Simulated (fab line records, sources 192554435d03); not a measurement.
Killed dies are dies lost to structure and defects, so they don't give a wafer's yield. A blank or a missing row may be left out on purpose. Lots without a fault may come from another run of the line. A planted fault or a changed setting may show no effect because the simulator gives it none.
Which tool did it? | flow n5_finfet | 24 lots, 72 wafers sampled, at 6 steps of a route of 1938

WHAT THE GAUGES READ, wafer by wafer
N5_HKMG_FIN_INSPECT_61: inspects for defects (macro). Usual: raw_defect_count 2.1, standard deviation 1.5.
lot  | measured    | on                | raw_defect_count | flag
L074 | day 4 00:04 | defect_inspect-02 | 2 1 0            |
L075 | day 4 10:19 | defect_inspect-02 | 4 4 1            |
L076 | day 4 12:17 | defect_inspect-02 | 1 2 1            |
L077 | day 4 22:29 | defect_inspect-01 | 3 2 3            |
L078 | day 4 23:30 | defect_inspect-02 | 1 2 2            |
L079 | day 5 07:14 | defect_inspect-01 | 1 3 2            |
L080 | day 5 11:11 | defect_inspect-01 | 2 1 4            |
L081 | day 5 17:17 | defect_inspect-02 | 2 1 1            |
L082 | day 6 02:09 | defect_inspect-02 | 2 3 2            |
L083 | day 6 06:51 | defect_inspect-01 | 2 2 1            |
L084 | day 6 15:02 | defect_inspect-02 | 1 2 2            |
L085 | day 6 18:23 | defect_inspect-02 | 1 3 1            |
L086 | day 7 02:41 | defect_inspect-02 | 1 0 3            |
L087 | day 7 09:01 | defect_inspect-02 | 1 1 5            |
L088 | day 7 12:19 | defect_inspect-01 | 1 1 3            |
L089 | day 7 20:38 | defect_inspect-02 | 3 2 2            |
L090 | day 7 22:14 | defect_inspect-01 | 4 6 2            |
L091 | day 8 05:31 | defect_inspect-01 | 4 1 4            |
L092 | day 8 14:01 | defect_inspect-02 | 4 0 2            |
L093 | day 8 17:49 | defect_inspect-02 | 3 2 9            |
L094 | day 8 23:37 | defect_inspect-01 | 2 6 2            |
L095 | day 9 06:10 | defect_inspect-01 | 1 0 0            |
L096 | day 9 12:50 | defect_inspect-02 | 3 2 2            |
L097 | day 9 18:14 | defect_inspect-02 | 2 1 2            |

N5_MOL_CONTACT_COAG_CD_MEAS_99: target cd 17.2 nm. Usual: cd_nm 17.4 nm, standard deviation 0.51.
lot  | measured     | on        | cd_nm (nm)     | flag
L074 | day 4 16:16  | cd_sem-01 | 17.5 17.2 17.4 |
L075 | day 5 03:34  | cd_sem-02 | 17.1 17.3 17.4 |
L076 | day 5 04:37  | cd_sem-02 | 17.3 17.7 17.2 |
L077 | day 5 15:19  | cd_sem-03 | 16.8 16.8 17.1 |
L078 | day 5 16:17  | cd_sem-02 | 18.0 17.9 17.6 |
L079 | day 6 01:40  | cd_sem-01 | 18.3 17.6 16.8 |
L080 | day 6 03:13  | cd_sem-03 | 16.7 17.6 17.6 |
L081 | day 6 09:41  | cd_sem-03 | 17.8 17.8 16.9 |
L082 | day 6 19:16  | cd_sem-03 | 17.4 17.3 17.2 |
L083 | day 6 22:50  | cd_sem-01 | 16.9 16.7 17.0 |
L084 | day 7 08:42  | cd_sem-03 | 18.0 17.6 16.8 |
L085 | day 7 10:46  | cd_sem-02 | 17.3 17.6 17.2 |
L086 | day 7 19:14  | cd_sem-01 | 16.5 16.6 17.2 |
L087 | day 8 01:55  | cd_sem-01 | 17.5 17.2 16.9 |
L088 | day 8 04:22  | cd_sem-03 | 17.5 17.9 17.9 |
L089 | day 8 14:23  | cd_sem-02 | 17.7 16.6 17.3 |
L090 | day 8 15:50  | cd_sem-01 | 17.1 18.5 18.2 |
L091 | day 8 22:52  | cd_sem-02 | 18.1 17.8 18.3 |
L092 | day 9 09:41  | cd_sem-01 | 17.5 17.2 17.0 |
L093 | day 9 11:02  | cd_sem-02 | 17.5 17.1 17.4 |
L094 | day 9 15:52  | cd_sem-02 | 18.5 18.1 18.1 |
L095 | day 10 01:19 | cd_sem-02 | 17.4 17.1 17.0 |
L096 | day 10 05:55 | cd_sem-01 | 16.7 17.6 17.3 |
L097 | day 10 10:38 | cd_sem-03 | 17.0 17.2 17.3 |

WHICH TOOL RAN EACH LOT (tool, then ch and the chambers of the sampled wafers, then the start)
lot  | N5_GATE_CUT_ETCHBACK_00           | N5_GATE_CUT_ETCH_47               | N5_MOL_CONTACT_COAG_CONTACT_ETCH_14 | N5_MOL_CONTACT_COAG_ETCH_110
L074 | rie_metal-02 ch 0,1, day 4 08:16  | rie_metal-02 ch 0,1, day 4 12:31  | rie_diel-03 ch 0,2,3, day 4 16:03   | rie_diel-03 ch 0,2,3, day 4 16:09
L075 | rie_metal-01 ch 0,1, day 4 18:10  | rie_metal-03 ch 0,1, day 4 22:26  | rie_diel-06 ch 1,2,3, day 5 03:22   | rie_diel-06 ch 1,2,3, day 5 03:28
L076 | rie_metal-01 ch 0,1, day 4 20:31  | rie_metal-01 ch 1, day 5 00:46    | rie_diel-02 ch 0,1,3, day 5 04:23   | rie_diel-02 ch 0,1,3, day 5 04:29
L077 | rie_metal-03 ch 0,1, day 5 06:59  | rie_metal-01 ch 0,1, day 5 11:26  | rie_diel-06 ch 1,3, day 5 15:06     | rie_diel-06 ch 1,3, day 5 15:11
L078 | rie_metal-03 ch 0,1, day 5 07:56  | rie_metal-03 ch 0,1, day 5 12:09  | rie_diel-03 ch 0,1,2, day 5 16:04   | rie_diel-03 ch 0,1,2, day 5 16:10
L079 | rie_metal-02 ch 1, day 5 15:35    | rie_metal-02 ch 1, day 5 20:19    | rie_diel-02 ch 0,1,2, day 6 01:26   | rie_diel-02 ch 0,1,2, day 6 01:32
L080 | rie_metal-03 ch 0, day 5 19:07    | rie_metal-01 ch 0,1, day 5 23:34  | rie_diel-02 ch 0,1,2, day 6 03:00   | rie_diel-02 ch 0,1,2, day 6 03:06
L081 | rie_metal-02 ch 0,1, day 6 01:31  | rie_metal-03 ch 0,1, day 6 06:03  | rie_diel-02 ch 0,1, day 6 09:29     | rie_diel-02 ch 0,1, day 6 09:34
L082 | rie_metal-03 ch 1, day 6 10:19    | rie_metal-02 ch 0,1, day 6 15:38  | rie_diel-06 ch 2,3, day 6 19:04     | rie_diel-06 ch 2,3, day 6 19:09
L083 | rie_metal-01 ch 0,1, day 6 14:57  | rie_metal-01 ch 0,1, day 6 19:10  | rie_diel-02 ch 0,1, day 6 22:37     | rie_diel-02 ch 0,1, day 6 22:43
L084 | rie_metal-03 ch 0,1, day 7 00:29  | rie_metal-02 ch 0,1, day 7 04:49  | rie_diel-02 ch 0,1,2, day 7 08:29   | rie_diel-02 ch 0,1,2, day 7 08:35
L085 | rie_metal-03 ch 0,1, day 7 02:18  | rie_metal-02 ch 1, day 7 06:48    | rie_diel-02 ch 1,2,3, day 7 10:34   | rie_diel-02 ch 1,2,3, day 7 10:39
L086 | rie_metal-03 ch 0,1, day 7 11:15  | rie_metal-01 ch 0,1, day 7 15:28  | rie_diel-03 ch 0,1,2, day 7 19:01   | rie_diel-03 ch 0,1,2, day 7 19:07
L087 | rie_metal-01 ch 1, day 7 17:34    | rie_metal-03 ch 0,1, day 7 22:16  | rie_diel-03 ch 1,2,3, day 8 01:42   | rie_diel-03 ch 1,2,3, day 8 01:47
L088 | rie_metal-02 ch 0,1, day 7 20:23  | rie_metal-02 ch 0,1, day 8 00:36  | rie_diel-06 ch 0,2,3, day 8 04:09   | rie_diel-06 ch 0,2,3, day 8 04:15
L089 | rie_metal-03 ch 0,1, day 8 04:28  | rie_metal-03 ch 0,1, day 8 08:47  | rie_diel-03 ch 0,3, day 8 14:10     | rie_diel-03 ch 0,3, day 8 14:16
L090 | rie_metal-03 ch 0,1, day 8 06:05  | rie_metal-01 ch 0,1, day 8 10:29  | rie_diel-02 ch 0,1,3, day 8 15:37   | rie_diel-02 ch 0,1,3, day 8 15:43
L091 | rie_metal-01 ch 0,1, day 8 14:14  | rie_metal-02 ch 0,1, day 8 18:28  | rie_diel-02 ch 0,1,2, day 8 22:38   | rie_diel-02 ch 0,1,2, day 8 22:44
L092 | rie_metal-03 ch 0, day 9 01:32    | rie_metal-02 ch 1, day 9 05:46    | rie_diel-06 ch 0,1,3, day 9 09:28   | rie_diel-06 ch 0,1,3, day 9 09:34
L093 | rie_metal-01 ch 0,1, day 9 02:30  | rie_metal-02 ch 0,1, day 9 06:43  | rie_diel-03 ch 0,2,3, day 9 10:49   | rie_diel-03 ch 0,2,3, day 9 10:55
L094 | rie_metal-03 ch 0,1, day 9 07:32  | rie_metal-01 ch 0,1, day 9 11:54  | rie_diel-02 ch 0,2, day 9 15:40     | rie_diel-02 ch 0,2, day 9 15:45
L095 | rie_metal-01 ch 0,1, day 9 14:34  | rie_metal-02 ch 0,1, day 9 21:07  | rie_diel-03 ch 1,2, day 10 01:07    | rie_diel-03 ch 1,2, day 10 01:12
L096 | rie_metal-03 ch 0,1, day 9 20:50  | rie_metal-03 ch 0,1, day 10 02:09 | rie_diel-03 ch 1,2,3, day 10 05:42  | rie_diel-03 ch 1,2,3, day 10 05:48
L097 | rie_metal-02 ch 0,1, day 10 02:01 | rie_metal-01 ch 0,1, day 10 06:44 | rie_diel-06 ch 0,1, day 10 10:26    | rie_diel-06 ch 0,1, day 10 10:31
- N5_GATE_CUT_ETCHBACK_00: etches W in SF6/Cl2.
- N5_GATE_CUT_ETCH_47: etches SiO2 in Cl2/BCl3, target depth 10 nm.
- N5_MOL_CONTACT_COAG_CONTACT_ETCH_14: etches SiO2 in C4F6/O2, target depth 27.5 nm, overetch 8.5 nm, time 20 s.
- N5_MOL_CONTACT_COAG_ETCH_110: etches Si in CF4/O2, target depth 2.5 nm, time 8 s.

WHAT THE TOOLS THEMSELVES READ (means of the sampled wafers that have a number; where no wafer has one, the mark that the record gives instead)
N5_GATE_CUT_ETCHBACK_00. Usual: drypump_motor_current_A 5.7 A, standard deviation 0.42; oes_product_au 0.81 a.u., standard deviation 0.13; throttle_valve_pct 27.7 %, standard deviation 0.31.
lot  | tool         | drypump_motor_current_A (A) | oes_product_au (a.u.) | throttle_valve_pct (%) | flag
L074 | rie_metal-02 | 5.3                         | 0.62                  | 27.9                   |
L075 | rie_metal-01 | 5.7                         | 0.69                  | 27.6                   |
L076 | rie_metal-01 | 5.8                         | 0.80                  | 27.6                   |
L077 | rie_metal-03 | 6.0                         | 0.82                  | 27.7                   |
L078 | rie_metal-03 | 6.1                         | 0.81                  | 27.7                   |
L079 | rie_metal-02 | 4.7                         | 0.66                  | 28.1                   |
L080 | rie_metal-03 | 6.0                         | 0.72                  | 28.0                   |
L081 | rie_metal-02 | 5.3                         | 0.86                  | 27.9                   |
L082 | rie_metal-03 | 6.0                         | 0.97                  | 27.2                   |
L083 | rie_metal-01 | 5.8                         | 0.79                  | 27.6                   |
L084 | rie_metal-03 | 6.0                         | 0.87                  | 27.5                   |
L085 | rie_metal-03 | 6.0                         | 0.88                  | 27.5                   |
L086 | rie_metal-03 | 6.0                         | 0.80                  | 27.8                   |
L087 | rie_metal-01 | 5.9                         | 0.86                  | 27.6                   |
L088 | rie_metal-02 | 5.3                         | 0.83                  | 27.9                   |
L089 | rie_metal-03 | 6.0                         | 0.86                  | 27.5                   |
L090 | rie_metal-03 | 6.0                         | 0.86                  | 27.5                   |
L091 | rie_metal-01 | 5.7                         | 0.94                  | 27.5                   |
L092 | rie_metal-03 | 6.0                         | 0.70                  | 28.0                   |
L093 | rie_metal-01 | 5.7                         | 0.92                  | 27.5                   |
L094 | rie_metal-03 | 6.0                         | 0.85                  | 27.5                   |
L095 | rie_metal-01 | 5.8                         | 0.88                  | 27.6                   |
L096 | rie_metal-03 | 6.0                         | 0.85                  | 27.5                   |
L097 | rie_metal-02 | 5.0                         | 0.73                  | 28.0                   |

N5_GATE_CUT_ETCH_47. Usual: drypump_motor_current_A 5.5 A, standard deviation 0.48; oes_product_au 0.79 a.u., standard deviation 0.14; throttle_valve_pct 23.02 %, standard deviation 0.22.
lot  | tool         | drypump_motor_current_A (A) | oes_product_au (a.u.) | throttle_valve_pct (%) | flag
L074 | rie_metal-02 | 5.3                         | 0.62                  | 23.18                  |
L075 | rie_metal-03 | 6.0                         | 0.92                  | 22.81                  |
L076 | rie_metal-01 | 5.8                         | 0.90                  | 22.85                  |
L077 | rie_metal-01 | 5.7                         | 0.69                  | 23.07                  |
L078 | rie_metal-03 | 6.0                         | 0.90                  | 22.82                  |
L079 | rie_metal-02 | 4.7                         | 0.67                  | 23.31                  |
L080 | rie_metal-01 | 5.8                         | 0.79                  | 22.96                  |
L081 | rie_metal-03 | 6.0                         | 0.81                  | 22.99                  |
L082 | rie_metal-02 | 5.3                         | 0.84                  | 23.02                  |
L083 | rie_metal-01 | 5.7                         | 0.78                  | 22.97                  |
L084 | rie_metal-02 | 5.0                         | 0.76                  | 23.18                  |
L085 | rie_metal-02 | 4.7                         | 0.66                  | 23.32                  |
L086 | rie_metal-01 | 5.8                         | 0.77                  | 22.98                  |
L087 | rie_metal-03 | 6.0                         | 0.86                  | 22.84                  |
L088 | rie_metal-02 | 5.0                         | 0.74                  | 23.18                  |
L089 | rie_metal-03 | 6.0                         | 0.78                  | 23.00                  |
L090 | rie_metal-01 | 5.7                         | 0.94                  | 22.91                  |
L091 | rie_metal-02 | 5.3                         | 0.83                  | 23.03                  |
L092 | rie_metal-02 | 4.7                         | 0.66                  | 23.33                  |
L093 | rie_metal-02 | 5.0                         | 0.73                  | 23.18                  |
L094 | rie_metal-01 | 5.8                         | 0.88                  | 22.90                  |
L095 | rie_metal-02 | 5.3                         | 0.81                  | 23.04                  |
L096 | rie_metal-03 | 6.0                         | 0.78                  | 22.99                  |
L097 | rie_metal-01 | 5.8                         | 0.87                  | 22.90                  |

N5_MOL_CONTACT_COAG_CONTACT_ETCH_14. Usual: drypump_motor_current_A 5.58 A, standard deviation 0.28; oes_product_au 0.67 a.u., standard deviation 0.069; rf_vpp_V 691.3 V, standard deviation 2.7; showerhead_plenum_p_Torr 2.83 Torr, standard deviation 0.079; throttle_valve_pct 21.28 %, standard deviation 0.27.
lot  | tool        | drypump_motor_current_A (A) | oes_product_au (a.u.) | rf_vpp_V (V) | showerhead_plenum_p_Torr (Torr) | throttle_valve_pct (%) | flag
L074 | rie_diel-03 | 5.58                        | 0.69                  | 693.7        | 2.93                            | 21.09                  |
L075 | rie_diel-06 | 5.63                        | 0.73                  | 693.0        | 2.87                            | 21.23                  |
L076 | rie_diel-02 | 5.57                        | 0.63                  | 688.9        | 2.80                            | 21.59                  |
L077 | rie_diel-06 | 5.76                        | 0.68                  | 689.9        | 2.81                            | 21.30                  |
L078 | rie_diel-03 | 5.34                        | 0.70                  | 693.7        | 2.90                            | 21.08                  |
L079 | rie_diel-02 | 5.55                        | 0.64                  | 689.8        | 2.79                            | 21.52                  |
L080 | rie_diel-02 | 5.54                        | 0.64                  | 690.9        | 2.79                            | 21.52                  |
L081 | rie_diel-02 | 5.37                        | 0.65                  | 688.2        | 2.79                            | 21.73                  |
L082 | rie_diel-06 | 5.68                        | 0.69                  | 692.6        | 2.86                            | 21.28                  |
L083 | rie_diel-02 | 5.38                        | 0.64                  | 689.6        | 2.79                            | 21.73                  |
L084 | rie_diel-02 | 5.52                        | 0.63                  | 689.0        | 2.79                            | 21.55                  |
L085 | rie_diel-02 | 5.55                        | 0.69                  | 690.9        | 2.82                            | 21.48                  |
L086 | rie_diel-03 | 5.34                        | 0.68                  | 693.4        | 2.89                            | 21.10                  |
L087 | rie_diel-03 | 5.60                        | 0.70                  | 691.3        | 2.85                            | 21.06                  |
L088 | rie_diel-06 | 5.83                        | 0.69                  | 689.7        | 2.81                            | 21.18                  |
L089 | rie_diel-03 | 5.35                        | 0.60                  | 694.5        | 2.93                            | 21.17                  |
L090 | rie_diel-02 | 5.56                        | 0.68                  | 688.8        | 2.79                            | 21.51                  |
L091 | rie_diel-02 | 5.54                        | 0.62                  | 688.8        | 2.78                            | 21.56                  |
L092 | rie_diel-06 | 5.78                        | 0.69                  | 690.6        | 2.81                            | 21.15                  |
L093 | rie_diel-03 | 5.58                        | 0.65                  | 694.0        | 2.91                            | 21.16                  |
L094 | rie_diel-02 | 5.69                        | 0.60                  | 688.4        | 2.75                            | 21.39                  |
L095 | rie_diel-03 | 5.52                        | 0.72                  | 692.2        | 2.86                            | 21.10                  |
L096 | rie_diel-03 | 5.62                        | 0.67                  | 691.7        | 2.84                            | 21.10                  |
L097 | rie_diel-06 | 5.62                        | 0.74                  | 693.1        | 2.88                            | 21.10                  |

N5_MOL_CONTACT_COAG_ETCH_110. Usual: cf4_flow_sccm 100.0 sccm, standard deviation 0.32; drypump_motor_current_A 5.58 A, standard deviation 0.28; oes_product_au 0.78 a.u., standard deviation 0.084; rf_vpp_V 127 V, standard deviation 4.5; showerhead_plenum_p_Torr 2.19 Torr, standard deviation 0.057; throttle_valve_pct 10.78 %, standard deviation 0.25.
lot  | tool        | cf4_flow_sccm (sccm) | drypump_motor_current_A (A) | oes_product_au (a.u.) | rf_vpp_V (V) | showerhead_plenum_p_Torr (Torr) | throttle_valve_pct (%) | flag
L074 | rie_diel-03 | 100.0                | 5.59                        | 0.79                  | 130          | 2.26                            | 10.60                  |
L075 | rie_diel-06 | 100.1                | 5.63                        | 0.87                  | 124          | 2.22                            | 10.64                  |
L076 | rie_diel-02 | 100.1                | 5.57                        | 0.73                  | 128          | 2.16                            | 11.01                  |
L077 | rie_diel-06 | 99.8                 | 5.77                        | 0.79                  | 124          | 2.17                            | 10.83                  |
L078 | rie_diel-03 | 100.0                | 5.34                        | 0.81                  | 131          | 2.24                            | 10.61                  |
L079 | rie_diel-02 | 100.0                | 5.54                        | 0.75                  | 126          | 2.16                            | 11.00                  |
L080 | rie_diel-02 | 100.0                | 5.53                        | 0.75                  | 125          | 2.16                            | 11.00                  |
L081 | rie_diel-02 | 99.8                 | 5.39                        | 0.76                  | 128          | 2.15                            | 11.03                  |
L082 | rie_diel-06 | 99.7                 | 5.66                        | 0.82                  | 124          | 2.21                            | 10.72                  |
L083 | rie_diel-02 | 100.0                | 5.35                        | 0.76                  | 129          | 2.15                            | 11.04                  |
L084 | rie_diel-02 | 100.1                | 5.55                        | 0.74                  | 125          | 2.16                            | 11.04                  |
L085 | rie_diel-02 | 99.8                 | 5.55                        | 0.82                  | 129          | 2.18                            | 10.83                  |
L086 | rie_diel-03 | 99.7                 | 5.35                        | 0.79                  | 132          | 2.24                            | 10.66                  |
L087 | rie_diel-03 | 100.0                | 5.61                        | 0.80                  | 130          | 2.21                            | 10.61                  |
L088 | rie_diel-06 | 99.9                 | 5.82                        | 0.80                  | 124          | 2.18                            | 10.69                  |
L089 | rie_diel-03 | 99.7                 | 5.36                        | 0.70                  | 128          | 2.26                            | 10.83                  |
L090 | rie_diel-02 | 99.8                 | 5.54                        | 0.80                  | 127          | 2.15                            | 10.88                  |
L091 | rie_diel-02 | 99.8                 | 5.53                        | 0.72                  | 125          | 2.15                            | 11.07                  |
L092 | rie_diel-06 | 100.3                | 5.79                        | 0.81                  | 126          | 2.18                            | 10.69                  |
L093 | rie_diel-03 | 100.2                | 5.56                        | 0.75                  | 130          | 2.25                            | 10.73                  |
L094 | rie_diel-02 | 100.2                | 5.68                        | 0.70                  | 121          | 2.14                            | 11.08                  |
L095 | rie_diel-03 | 100.0                | 5.55                        | 0.83                  | 133          | 2.22                            | 10.59                  |
L096 | rie_diel-03 | 100.1                | 5.63                        | 0.78                  | 131          | 2.20                            | 10.67                  |
L097 | rie_diel-06 | 99.6                 | 5.62                        | 0.87                  | 125          | 2.22                            | 10.51                  |

THE ANSWER, worked out from the rows above alone
Rule: a lot is off if the mean of its wafers that have a number lies more than 3 standard deviations from the usual mean. A lot without any number at a reading at which 4 lots or more have one is off too. The other lots that the step has rows for count as sound. The gauges are gone through in route order, then the tools' own readings, and for those a lot's mean is taken as printed above. The first step at which some lot is off is used, and at that step the reading that is off furthest; a lot without a number counts as furthest.
No lot is off at any reading shown: from this, nothing can be told.

WHAT THE SIMULATOR HAD PUT IN
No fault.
